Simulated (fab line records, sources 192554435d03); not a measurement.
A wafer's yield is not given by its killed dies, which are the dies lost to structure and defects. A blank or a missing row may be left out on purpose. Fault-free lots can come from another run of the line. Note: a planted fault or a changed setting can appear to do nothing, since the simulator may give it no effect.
Chamber matching    flow n5 finfet    rie diel-06 running N5_BEOL_M3_STRIP_36: 3 sister chambers
The step strips in N2/H2. 6 wafers are shown with their chamber, then 10 later ones without.

## WAFERS, EACH WITH ITS CHAMBER
wafer   chamber  showerhead plenum p Torr (Torr)  throttle valve pct (%)
L087.2  1        2.39                             23.35
L087.5  3        2.42                             23.91
L089.2  1        2.39                             23.33
L089.5  0        2.48                             23.45
L076.3  0        2.48                             23.44
L076.4  3        2.41                             23.92

## WAFERS WHOSE CHAMBER IS MISSING
wafer   showerhead plenum p Torr (Torr)  throttle valve pct (%)
L076.6  2.39                             23.38
L091.2  2.39                             23.38
L091.5  2.47                             23.43
L091.6  2.41                             23.92
L095.2  2.38                             23.36
L095.5  2.41                             23.93
L095.6  2.47                             23.44
L097.1  2.38                             23.40
L097.5  2.38                             23.37
L097.6  2.47                             23.47

## WHICH CHAMBER EACH WENT THROUGH
wafer   from the rows above  in truth
L076.6  1                    1
L091.2  1                    1
L091.5  0                    0
L091.6  3                    3
L095.2  1                    1
L095.5  3                    3
L095.6  0                    0
L097.1  1                    1
L097.5  1                    1
L097.6  0                    0
10 of 10 placed correctly. Can't be placed from these rows: 0. Wrongly placed: 0.
How it was worked out, from the rows above alone: a wafer's distance from a chamber is the root of the sum, over the readings, of the square of ((its reading less the chamber's mean) divided by the reading's scatter). The wafer belongs to the nearest chamber; if the next one is less than 2 further off, it can't be placed. Each chamber's mean is taken over the wafers shown for it. How the scatter is found: for the shown wafers, subtract from each reading the mean of its chamber, square and add these, divide the total by (wafers less chambers), then take the root.
